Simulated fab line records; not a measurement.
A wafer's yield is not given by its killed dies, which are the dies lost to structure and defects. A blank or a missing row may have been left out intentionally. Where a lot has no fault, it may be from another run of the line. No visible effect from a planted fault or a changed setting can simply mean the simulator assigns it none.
One fault seen from 2 desks ; flow nandHarc ; each desk has only its own numbers; what lay behind them comes last

FROM THE METROLOGY DESK
What the gauges read for every lot (on any tool): the sampled wafers with a number, averaged. A lot is out of limits, marked OUT, if its mean lies more than 4 standard deviations from the usual mean; the brackets give that distance.
Columns: A = cdNm at NHARC_A_CONTACT_CD_MEAS_15, usual 90.1 nm
lot;first seen here;A
L106;day 17 12:13;89.9
L109;day 17 13:19;90.2
L108;day 17 16:10;90.6
L111;day 18 19:49;89.7
L113;day 19 10:35;90.1
L117;day 19 23:41;90.8
L120;day 20 16:40;89.8
L119;day 20 19:50;89.8
L123;day 21 15:39;90.5
L125;day 21 16:57;90.9
L122;day 22 01:44;89.4
L126;day 22 15:08;88.8
L127;day 22 18:13;90.4
L128;day 23 02:59;89.5
Result from this desk: across the 14 lots, nothing is out of limits.

AT THE TOOL OWNER'S DESK: lithoTrack-01
The tool's own readings at NHARC_A_M0_PEB_07 (peb time 65 s): means of the sampled wafers that have a number, for each lot that ran on this tool. A lot is out of limits, marked OUT, if its mean lies more than 4 standard deviations from the usual mean; the brackets give that distance.
Columns: A = chillPlateTempC at NHARC_A_M0_PEB_07, usual 23.01 C; B = exhaustPa at NHARC_A_M0_PEB_07, usual 45.0 Pa
lot;first seen here;A;B
L106;day 18 03:58;23.05;45.9
L109;day 18 04:25;23.08;45.2
L128;day 23 14:33;23.08;44.9
Result from this desk: across the 3 lots, nothing is out of limits.

BROUGHT TOGETHER
From the metrology desk's view, nothing was out of limits.
The desk of the tool owner found nothing out of limits.

WHAT THE SIMULATOR PUT IN
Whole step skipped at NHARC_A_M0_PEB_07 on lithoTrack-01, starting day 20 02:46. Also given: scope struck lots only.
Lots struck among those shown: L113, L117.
